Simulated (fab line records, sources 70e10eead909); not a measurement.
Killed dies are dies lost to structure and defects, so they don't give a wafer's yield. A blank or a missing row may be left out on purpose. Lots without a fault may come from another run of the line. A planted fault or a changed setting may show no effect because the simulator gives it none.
A struck lot beside a sound one | flow nand_harc | 17 steps out of a route of 1159
Sound: wafers L543.1, L543.4, L543.5. Struck: wafers L546.1, L546.4, L546.6. The cause comes at the end.
At each step with rows: each side's tool, then ch and its chambers, then its first start. Under that, the readings that differ: sound wafers | struck wafers | difference of the means | sigmas: that difference in standard deviations of wafers without a fault.
alike: readings whose means differ by less than 2 such deviations, and words and numbers that are the same on both sides. not compared: withheld readings, readings that some wafer has no value for, bounds like >300 that may hide the same value, and numbers for which the record gives no deviation and whose values overlap.
The two part at a step that has a row with sigmas, a row that says differs or no value, or rows on one side only. Numbers that don't overlap but have no deviation are shown without sigmas and don't part them. A reading that every wafer of one side lacks parts them only if that side has two wafers or more.

NHARC_P_ZERO_WELL_CD_MEAS_37: target cd 720 nm.
  sound on cd_sem-02 ch 0, day 2 22:14; struck on cd_sem-01 ch 0, day 3 16:13
  alike: cd_nm
then, 1 step without rows for these wafers: NHARC_P_ZERO_WELL_HARDBAKE_38 (time 80 s).
NHARC_P_ZERO_WELL_DESCUM_39: chemistry O2, time 3 s.
  sound on rie_diel-01 ch 1,2, day 2 22:25; struck on rie_diel-01 ch 1,2, day 3 16:23
  alike: drypump_motor_current_A, o2_flow_sccm, oes_product_au, rf_vpp_V, showerhead_plenum_p_Torr, throttle_valve_pct
  not compared: rf_hours_counter_h
then, 9 steps without rows for these wafers: NHARC_P_ZERO_WELL_IMPLANT_40; NHARC_P_ZERO_WELL_IMPLANT_59; NHARC_P_ZERO_WELL_IMPLANT_60; NHARC_P_ZERO_WELL_STRIP_41 (strips in SPM, time 840 s); NHARC_P_ZERO_WELL_DEHYDRATE_44 (time 120 s); NHARC_P_ZERO_WELL_HMDS_45 (time 30 s); NHARC_P_ZERO_WELL_COAT_46; NHARC_P_ZERO_WELL_SOFTBAKE_47 (time 95 s); NHARC_P_ZERO_WELL_EBR_48.
NHARC_P_ZERO_WELL_EXPOSE_49: exposes mask P HVPW, target cd 2000 nm.
  sound on krf_scanner-04 ch 0, day 2 23:35; struck on krf_scanner-02 ch 0, day 3 17:42
  reading | sound                      | struck                              | difference | sigmas
  mask    | P_HVPW#0 P_HVPW#0 P_HVPW#0 | P_HVPW_R1#0 P_HVPW_R1#0 P_HVPW_R1#0 | differs    |
then, 2 steps without rows for these wafers: NHARC_P_ZERO_WELL_PEB_50 (peb time 85 s); NHARC_P_ZERO_WELL_DEVELOP_51 (time 70 s).
NHARC_P_ZERO_WELL_CD_MEAS_52: target cd 2000 nm.
  sound on cd_sem-01 ch 0, day 2 23:45; struck on cd_sem-02 ch 0
  reading    | sound                | struck               | difference | sigmas
  cd_nm (nm) | 1997.9 1997.8 1995.5 | 1777.4 1775.9 1775.5 | -220.8     | -99 or more
  not compared: hold
NHARC_END_SORT_01:
  the record has rows for the sound wafers here (prober-01 ch 0, day 20 00:38) and none for the struck ones

WHERE THEY PART
First at NHARC_P_ZERO_WELL_EXPOSE_49; last, within this record, at NHARC_END_SORT_01.

WHY: what the simulator had put in
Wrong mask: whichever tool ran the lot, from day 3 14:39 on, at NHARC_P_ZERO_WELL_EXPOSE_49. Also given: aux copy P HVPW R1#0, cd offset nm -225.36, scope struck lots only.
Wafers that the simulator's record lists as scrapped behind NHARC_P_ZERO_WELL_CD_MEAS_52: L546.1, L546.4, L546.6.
